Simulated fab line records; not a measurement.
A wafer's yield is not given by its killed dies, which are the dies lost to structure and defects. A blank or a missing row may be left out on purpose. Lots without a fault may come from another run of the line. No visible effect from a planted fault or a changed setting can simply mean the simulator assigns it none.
fab line records -- flow n5-finfet
[record] lots = 10, wafers = 30, last-day = 17
route steps=1938 shown BEOL_M11@1578 BEOL_M12@1613 PASSIVATION@1936
lots with no fault: from the same line, run without faults
start-h: hours from the record's first day to the start of the lot's first wafer shown -- wait-h: hours from the lot's prior step to this one -- " same as the row above -- L1.1+2: several wafers, shown together as one row -- - no value, or no start given -- * or withheld: withheld -- < > ~ a bound
route shown NAME@n: names a module that has steps shown in the file, with the first one's number in the route -- usual: mean/standard deviation of fault-free wafers -- same: alike in all rows -- chamber/n: place in a boat -- sites: the reading at each site -- _std_site: the standard deviation of these -- _edge_site: inner sites' mean taken away from outer sites' mean -- radius-mm: for every site, how far away it sits from the centre of the wafer -- mask NAME#n: copy n -- behind: the most recent tool/chamber to have shaped the wafer -- hold: reason for holding the lot/hours on hold/outcome of the hold -- device: which transistor (n, p or np) failed to switch -- end of line: the tests these same wafers got at the end of their route -- a step with no rows: only its recipe -- killed: dies that structure and defects cost at the first sort, which is not the same as the wafer's yield -- map: per-die view of a wafer (x killed, . not killed, _ where there is no die)
set.NAME: the run value of the setting; set.NAME@STEP: its run value at that earlier step -- model.NAME: the simulator's own value behind a step, which no gauge read
one table for each step of the route and one row for each wafer, over a sample of lots
services: a tool's chamber out of use, with start hour (start-h, from the record's first day; less than 0 if before it), hours out, and reason
[[steps]]
[step N5_BEOL_M11_TRENCH_ETCH_37]
[recipe] chemistry = C4F6/O2, target-depth-a = 1488.3, target = SiCOH_lowk, time-s = 48, ion-energy-ev = 250, pressure-mtorr = 30, source-w = 345, bias-w = 185, Ar_flow_sccm = 300, C4F6_flow_sccm = 10, O2_flow_sccm = 10
[usual] drypump-motor-current-A = 5.9/0.42, oes-product-au = 0.81/0.073, rf-vpp-V = 669/7.4, showerhead-plenum-p-Torr = 2.88/0.11, throttle-valve-pct = 20.91/0.22
lot.wafer,tool,chamber,start-h,wait-h,drypump-motor-current-A,oes-product-au,rf-hours-counter-h,rf-vpp-V,showerhead-plenum-p-Torr,throttle-valve-pct
L839.2,rie-diel-02,0,-,-,6.0,0.82,88,671,2.99,20.64
L839.3,rie-diel-02,2,-,-,6.2,0.73,204,664,2.72,21.31
L839.5,rie-diel-02,2,-,-,6.2,0.74,-,661,2.72,21.33
L843.1,rie-diel-03,3,-,-,5.3,0.91,16,676,2.80,20.99
L843.2,rie-diel-03,0,-,-,6.7,0.85,45,676,2.78,20.89
L843.6,rie-diel-03,1,-,-,6.0,0.72,-,666,2.95,21.22
L844.1,rie-diel-03,1,-,-,5.9,0.71,192,666,2.95,21.21
L844.2,rie-diel-03,2,-,-,5.3,0.73,171,664,2.72,21.02
L844.5,rie-diel-03,3,-,-,5.4,0.91,-,677,2.80,21.01
L845.2,rie-diel-03,3,-,-,5.4,0.91,21,676,2.80,21.00
L845.3,rie-diel-03,0,-,-,6.6,0.85,50,678,2.78,20.89
L845.4,rie-diel-03,2,-,-,5.3,0.73,173,664,2.72,21.02
L847.2,rie-diel-03,2,-,-,5.3,0.74,175,663,2.72,21.03
L847.3,rie-diel-03,3,-,-,5.3,0.90,23,678,2.80,21.00
L847.6,rie-diel-03,0,-,-,6.6,0.85,-,676,2.78,20.88
L848.2,rie-diel-06,2,-,-,5.3,0.83,73,678,2.88,20.92
L848.3,rie-diel-06,3,-,-,5.8,0.79,114,656,2.97,20.68
L848.6,rie-diel-06,2,-,-,5.2,0.83,-,676,2.88,20.92
L858.1,rie-diel-02,3,-,-,5.6,0.86,60,669,3.01,20.90
L858.5,rie-diel-02,3,-,-,5.6,0.87,-,670,3.02,20.90
L858.6,rie-diel-02,0,-,-,6.0,0.79,-,671,2.97,20.68
L857.2,rie-diel-02,3,-,-,5.5,0.86,62,670,3.01,20.92
L857.4,rie-diel-02,2,-,-,6.2,0.71,239,662,2.70,21.39
L857.6,rie-diel-02,0,-,-,6.0,0.78,-,670,2.97,20.67
L859.2,rie-diel-06,0,-,-,6.0,0.90,32,654,2.79,20.79
L859.4,rie-diel-06,1,-,-,6.2,0.84,69,657,2.89,20.73
L859.6,rie-diel-06,0,-,-,6.0,0.91,-,655,2.79,20.80
L861.2,rie-diel-06,0,-,-,6.0,0.88,40,655,2.79,20.82
L861.3,rie-diel-06,1,-,-,6.1,0.84,77,659,2.89,20.73
L861.5,rie-diel-06,2,-,-,5.2,0.81,-,676,2.87,20.97
[step N5_BEOL_M11_STRIP_77]
[recipe] chemistry = N2/H2, time-s = 10, power-w = 450, temp-c = 40, pressure-mtorr = 20, rf-frequency-hz = 6e+07, bias-power-w = 7, n2-flow-sccm = 200, h2-flow-sccm = 200
[usual] drypump-motor-current-A = 5.9/0.43, oes-product-au = 0.81/0.073, rf-vpp-V = 59.2/0.92, showerhead-plenum-p-Torr = 2.56/0.098, throttle-valve-pct = 23.6/0.31
lot.wafer,tool,chamber,start-h,wait-h,drypump-motor-current-A,oes-product-au,rf-hours-counter-h,rf-vpp-V,showerhead-plenum-p-Torr,throttle-valve-pct
L839.2,rie-diel-02,0,-,-,6.1,0.82,88,60.0,2.67,23.3
L839.3,rie-diel-02,2,-,-,6.2,0.74,204,58.0,2.41,24.1
L839.5,rie-diel-02,2,-,-,6.2,0.73,-,58.5,2.41,24.1
L843.1,rie-diel-03,3,-,-,5.3,0.92,16,59.3,2.49,23.5
L843.2,rie-diel-03,0,-,-,6.7,0.86,45,58.8,2.48,23.7
L843.6,rie-diel-03,1,-,-,5.9,0.72,-,60.2,2.64,24.2
L844.1,rie-diel-03,1,-,-,6.0,0.72,192,57.7,2.64,24.2
L844.2,rie-diel-03,2,-,-,5.3,0.74,171,59.1,2.44,24.1
L844.5,rie-diel-03,3,-,-,5.3,0.91,-,59.4,2.49,23.6
L845.2,rie-diel-03,3,-,-,5.4,0.91,21,58.0,2.49,23.5
L845.3,rie-diel-03,0,-,-,6.7,0.85,50,59.4,2.48,23.7
L845.4,rie-diel-03,2,-,-,5.3,0.73,173,60.2,2.44,24.1
L847.2,rie-diel-03,2,-,-,5.3,0.73,175,58.6,2.44,24.1
L847.3,rie-diel-03,3,-,-,5.4,0.90,23,57.7,2.49,23.6
L847.6,rie-diel-03,0,-,-,6.7,0.84,-,59.4,2.48,23.6
L848.2,rie-diel-06,2,-,-,5.2,0.84,73,58.2,2.56,23.7
L848.3,rie-diel-06,3,-,-,5.8,0.79,114,60.4,2.66,23.7
L848.6,rie-diel-06,2,-,-,5.2,0.83,-,59.9,2.56,23.7
L858.1,rie-diel-02,3,-,-,5.6,0.85,60,59.3,2.69,23.5
L858.5,rie-diel-02,3,-,-,5.6,0.84,-,60.7,2.68,23.5
L858.6,rie-diel-02,0,-,-,6.1,0.77,-,60.3,2.66,23.3
L857.2,rie-diel-02,3,-,-,5.6,0.85,62,60.5,2.68,23.5
L857.4,rie-diel-02,2,-,-,6.2,0.70,239,57.5,2.40,24.1
L857.6,rie-diel-02,0,-,-,6.0,0.77,-,59.0,2.66,23.3
L859.2,rie-diel-06,0,-,-,6.0,0.90,33,59.8,2.48,23.5
L859.4,rie-diel-06,1,-,-,6.1,0.83,69,59.0,2.56,23.3
L859.6,rie-diel-06,0,-,-,6.0,0.90,-,61.8,2.48,23.5
L861.2,rie-diel-06,0,-,-,6.0,0.89,40,58.0,2.48,23.5
L861.3,rie-diel-06,1,-,-,6.2,0.83,77,59.7,2.56,23.3
L861.5,rie-diel-06,2,-,-,5.2,0.81,-,59.8,2.55,23.7
[step N5_BEOL_M11_PRE_CLEAN_55]
[recipe] gas = NH3, time-s = 15, temp-c = withheld, rf-power-w = 300
lot.wafer,tool,chamber,start-h,wait-h
L839.2+3+5,pecvd-03,"2,1,1",237.43,0.0
L843.1+2+6,pecvd-01,"0,2,0",255.16,0.0
L844.1+2+5,pecvd-03,"2,0,2",262.85,0.0
L845.2+3+4,pecvd-01,"1,1,2",273.24,0.0
L847.2+3+6,pecvd-03,"2,0,1",276.60,0.0
L848.2+3+6,pecvd-03,"2,1,0",289.59,0.0
L858.1+5+6,pecvd-01,"0,2,0",338.90,0.0
L857.2+4+6,pecvd-04,"1,1,2",342.87,0.0
L859.2+4+6,pecvd-01,"1,2,1",347.82,0.0
L861.2+3+5,pecvd-03,"1,2,1",372.75,0.0
[step N5_BEOL_M11_INSPECT_58]
[recipe] inspect-instrument = darkfield, mode = post-dep
[usual] raw-defect-count = 68/19
lot.wafer,tool,chamber,start-h,wait-h,raw-defect-count
L839.2,defect-inspect-01,-,237.57,0.0,72
L839.3,defect-inspect-01,-,237.57,0.0,73
L839.5,defect-inspect-01,-,237.57,0.0,41
L843.1,defect-inspect-02,-,255.27,0.0,76
L843.2,defect-inspect-02,-,255.27,0.0,36
L843.6,defect-inspect-02,-,255.27,0.0,53
L844.1,defect-inspect-02,-,262.97,0.0,70
L844.2,defect-inspect-02,-,262.97,0.0,88
L844.5,defect-inspect-02,-,262.97,0.0,83
L845.2,defect-inspect-01,-,273.38,0.0,113
L845.3,defect-inspect-01,-,273.38,0.0,65
L845.4,defect-inspect-01,-,273.38,0.0,65
L847.2,defect-inspect-01,-,276.71,0.0,52
L847.3,defect-inspect-01,-,276.71,0.0,402
L847.6,defect-inspect-01,-,276.71,0.0,64
L848.2,defect-inspect-02,-,289.71,0.0,87
L848.3,defect-inspect-02,-,289.71,0.0,54
L848.6,defect-inspect-02,-,289.71,0.0,467
L858.1,defect-inspect-01,-,339.01,0.0,46
L858.5,defect-inspect-01,-,339.01,0.0,57
L858.6,defect-inspect-01,-,339.01,0.0,115
L857.2,defect-inspect-01,-,342.98,0.0,76
L857.4,defect-inspect-01,-,342.98,0.0,52
L857.6,defect-inspect-01,-,342.98,0.0,51
L859.2,defect-inspect-01,-,347.94,0.0,74
L859.4,defect-inspect-01,-,347.94,0.0,62
L859.6,defect-inspect-01,-,347.94,0.0,42
L861.2,defect-inspect-01,-,372.87,0.0,55
L861.3,defect-inspect-01,-,372.87,0.0,92
L861.5,defect-inspect-01,-,372.87,0.0,62
[step N5_BEOL_M12_OVL_MEAS_11]
[recipe] points-per-wafer = 44
[usual] V11_OVL = 1/4.8
lot.wafer,tool,chamber,start-h,wait-h,V11_OVL[nm]
L839.2,overlay-02,0,238.19,0.0,11
L839.3,overlay-02,0,238.19,0.0,4
L839.5,overlay-02,0,238.19,0.0,5
L843.1,overlay-01,0,255.90,0.0,-3
L843.2,overlay-01,0,255.90,0.0,1
L843.6,overlay-01,0,255.90,0.0,1
L844.1,overlay-02,0,263.47,0.0,12
L844.2,overlay-02,0,263.47,0.0,10
L844.5,overlay-02,0,263.47,0.0,10
L845.2,overlay-01,0,273.88,0.0,2
L845.3,overlay-01,0,273.88,0.0,-5
L845.4,overlay-01,0,273.88,0.0,-7
L847.2,overlay-01,0,277.34,0.0,-4
L847.3,overlay-01,0,277.34,0.0,2
L847.6,overlay-01,0,277.34,0.0,0
L848.2,overlay-02,0,290.33,0.0,-2
L848.3,overlay-02,0,290.33,0.0,-2
L848.6,overlay-02,0,290.33,0.0,2
L858.1,overlay-02,0,339.51,0.0,2
L858.5,overlay-02,0,339.51,0.0,3
L858.6,overlay-02,0,339.51,0.0,3
L857.2,overlay-01,0,343.66,0.0,6
L857.4,overlay-01,0,343.66,0.0,0
L857.6,overlay-01,0,343.66,0.0,-7
L859.2,overlay-02,0,348.49,0.0,8
L859.4,overlay-02,0,348.49,0.0,1
L859.6,overlay-02,0,348.49,0.0,0
L861.2,overlay-02,0,373.50,0.0,3
L861.3,overlay-02,0,373.50,0.0,3
L861.5,overlay-02,0,373.50,0.0,-1
[step N5_BEOL_M12_INSPECT_12]
[recipe] mode = adi, inspect-instrument = macro
[usual] raw-defect-count = 2/1.4
lot.wafer,tool,chamber,start-h,wait-h,raw-defect-count
L839.2,defect-inspect-01,-,238.22,0.0,0
L839.3,defect-inspect-01,-,238.22,0.0,3
L839.5,defect-inspect-01,-,238.22,0.0,2
L843.1,defect-inspect-02,-,255.92,0.0,1
L843.2,defect-inspect-02,-,255.92,0.0,3
L843.6,defect-inspect-02,-,255.92,0.0,2
L844.1,defect-inspect-02,-,263.49,0.0,4
L844.2,defect-inspect-02,-,263.49,0.0,3
L844.5,defect-inspect-02,-,263.49,0.0,4
L845.2,defect-inspect-01,-,273.90,0.0,2
L845.3,defect-inspect-01,-,273.90,0.0,2
L845.4,defect-inspect-01,-,273.90,0.0,3
L847.2,defect-inspect-01,-,277.36,0.0,3
L847.3,defect-inspect-01,-,277.36,0.0,>300
L847.6,defect-inspect-01,-,277.36,0.0,2
L848.2,defect-inspect-01,-,290.36,0.0,4
L848.3,defect-inspect-01,-,290.36,0.0,2
L848.6,defect-inspect-01,-,290.36,0.0,>300
L858.1,defect-inspect-01,-,339.54,0.0,0
L858.5,defect-inspect-01,-,339.54,0.0,3
L858.6,defect-inspect-01,-,339.54,0.0,3
L857.2,defect-inspect-02,-,343.68,0.0,0
L857.4,defect-inspect-02,-,343.68,0.0,2
L857.6,defect-inspect-02,-,343.68,0.0,1
L859.2,defect-inspect-02,-,348.51,0.0,4
L859.4,defect-inspect-02,-,348.51,0.0,0
L859.6,defect-inspect-02,-,348.51,0.0,2
L861.2,defect-inspect-01,-,373.52,0.0,0
L861.3,defect-inspect-01,-,373.52,0.0,4
L861.5,defect-inspect-01,-,373.52,0.0,2
[step N5_PASSIVATION_PROBE_49]
[usual] defect-limited-yield = 91.3/1.5, killed_at_M0_to_M3 = 35/10, killed_at_M4_up = 13/5.3, killed-at-contacts = 12/5.7, killed-at-front-end = 39/11, killed-at-other = 3.3/2.7, killed-dies = 102/18, killed-open = 67/13, killed-short = 34/7.8, sort_bin_5_function = 5.1/1, sort_bin_6_memory = 3.3/0.68, sort-n-pass = 1078/18, sort-yield-pct = 91.3/1.5
[same] gross-dies = 1180, killed-at-back-side = 0, sort_bin_4_leakage[%] = 0, sort_bin_8_speed[%] = 0
lot.wafer,tool,chamber,start-h,wait-h,defect-limited-yield[%],killed_at_M0_to_M3,killed_at_M4_up,killed-at-contacts,killed-at-front-end,killed-at-other,killed-dies,killed-open,killed-short,sort_bin_5_function[%],sort_bin_6_memory[%],sort-n-pass,sort-yield-pct[%]
L847.2,prober-02,-,312.39,0.1,93.3,33,9,4,32,1,79,43,36,4.1,2.3,1101,93.3
L847.3,prober-02,-,312.44,0.1,80.9,63,113,12,28,9,225,93,35,12.8,5.2,955,80.9
L847.6,prober-02,-,312.59,0.3,92.2,38,8,19,23,4,92,62,30,3.9,3.5,1088,92.2
L848.2,prober-02,-,334.05,0.1,91.9,46,9,9,30,2,96,59,36,5.1,2.9,1084,91.9
L848.3,prober-02,-,334.10,0.1,90.5,37,15,16,41,3,112,64,48,5.8,3.4,1068,90.5
L848.6,prober-02,-,334.25,0.3,81.1,43,126,8,41,5,223,73,38,11.4,5.8,957,81.1
// killed by level:class
L847.2 BEOL_M0_SAQP:geometric-particle:short=11 STI_FIN_REVEAL:geometric-particle:open=7 BEOL_M0_SAQP:geometric-particle:open=5 FIN_SAQP:geometric-particle:short=4 FIN_CUT:geometric-particle:short=4 BEOL_M2:geometric-particle:open=4 FIN_CUT:geometric-particle:open=3 BEOL_M3:geometric-particle:open=3
L847.3 BEOL_M11:unspecified=96 BEOL_M0_SAQP:geometric-particle:open=28 BEOL_M0_SAQP:geometric-particle:short=17 MOL_CONTACT_COAG:geometric-particle:open=12 STI_FIN_REVEAL:geometric-particle:open=10 BEOL_M3:geometric-particle:open=7 BEOL_M4:geometric-particle:open=7 PAD_METAL:geometric-particle:open=5
L847.6 MOL_CONTACT_COAG:geometric-particle:open=17 BEOL_M0_SAQP:geometric-particle:short=14 BEOL_M0_SAQP:geometric-particle:open=10 DUMMY_GATE:geometric-particle:open=5 STI_FIN_REVEAL:geometric-particle:open=5 BEOL_M0:geometric-particle:open=4 BEOL_M1:geometric-particle:open=4 FIN_SAQP:geometric-particle:short=3
L848.2 BEOL_M0_SAQP:geometric-particle:short=18 STI_FIN_REVEAL:geometric-particle:open=10 BEOL_M0:geometric-particle:open=10 BEOL_M0_SAQP:geometric-particle:open=7 FIN_SAQP:geometric-particle:short=5 MOL_CONTACT_COAG:geometric-particle:open=5 FIN_SAQP:geometric-particle:open=4 MOL_CONTACT_COAG:geometric-particle:short=4
L848.3 BEOL_M0_SAQP:geometric-particle:short=17 MOL_CONTACT_COAG:geometric-particle:open=14 FIN_SAQP:geometric-particle:short=10 BEOL_M0_SAQP:geometric-particle:open=7 STARTING-WAFER:geometric-particle:open=7 FIN_SAQP:geometric-particle:open=5 STI_FIN_REVEAL:geometric-particle:open=5 BEOL_M4:geometric-particle:open=5
L848.6 BEOL_M11:unspecified=110 STI_FIN_REVEAL:geometric-particle:open=13 BEOL_M0_SAQP:geometric-particle:short=11 BEOL_M0:geometric-particle:open=9 FIN_SAQP:geometric-particle:open=8 FIN_SAQP:geometric-particle:short=7 MOL_CONTACT_COAG:geometric-particle:open=7 BEOL_M0_SAQP:geometric-particle:open=7
[[services]]
tool,chamber,start-h,hours,kind
pecvd-01,2,213.94,2.1,scheduled-down
rie-diel-02,2,223.76,6.1,repair
rie-diel-06,0,229.98,-,clean
rie-diel-06,0,229.98,-,consumable-replace:focus-ring
rie-diel-06,0,229.98,14.3,scheduled-down
rie-diel-06,0,229.98,14.3,vent-cycle
pecvd-03,0,231.60,8.4,repair
rie-diel-02,2,237.18,4.4,repair
rie-diel-06,2,241.17,1.2,repair
rie-diel-06,3,259.63,4.8,repair
pecvd-01,0,267.79,6.9,repair
rie-diel-06,-,298.79,0.8,repair
pecvd-04,2,319.38,2.1,scheduled-down
rie-diel-03,-,323.93,14.6,pm
rie-diel-06,2,325.16,13.6,repair
pecvd-03,-,329.01,2.8,pm
pecvd-03,0,340.79,5.5,scheduled-down
rie-diel-02,-,343.94,2.8,pm
pecvd-03,1,346.25,2.1,scheduled-down
pecvd-04,2,349.97,-,clean
pecvd-04,2,349.97,29.5,scheduled-down
pecvd-04,2,349.97,29.5,vent-cycle
rie-diel-02,0,369.71,4.9,repair
[[key]]
[first-sign] step = N5_BEOL_M11_INSPECT_58, reading = raw-defect-count, direction = up, sigmas = 20, usual = 68, struck = 434
[effect] step = N5_BEOL_M12_INSPECT_12, reading = raw-defect-count, direction = up, sigmas = 99+, usual = 2, struck = >300
[effect] step = N5_PASSIVATION_PROBE_49, reading = killed_at_M4_up, direction = up, sigmas = 20, usual = 13, struck = 120
[more-kills-born-at] N5_BEOL_M11_PRE_CLEAN_55@pecvd-03 = 206
met-at N5_BEOL_M11_PRE_CLEAN_55
struck-lots L847,L848
struck-wafers L847.3,L848.6
not-acting-at N5_BEOL_M11_TRENCH_ETCH_37,N5_BEOL_M11_STRIP_77,N5_BEOL_M12_OVL_MEAS_11
onset-between 262.85 276.60
[fault] kind = chamber-particle-source, tool = pecvd-03, chamber = 0, onset-h = 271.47, steps = N5_BEOL_M11_PRE_CLEAN_55, rate-per-visit-cm2 = 0.60917, end-h = 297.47
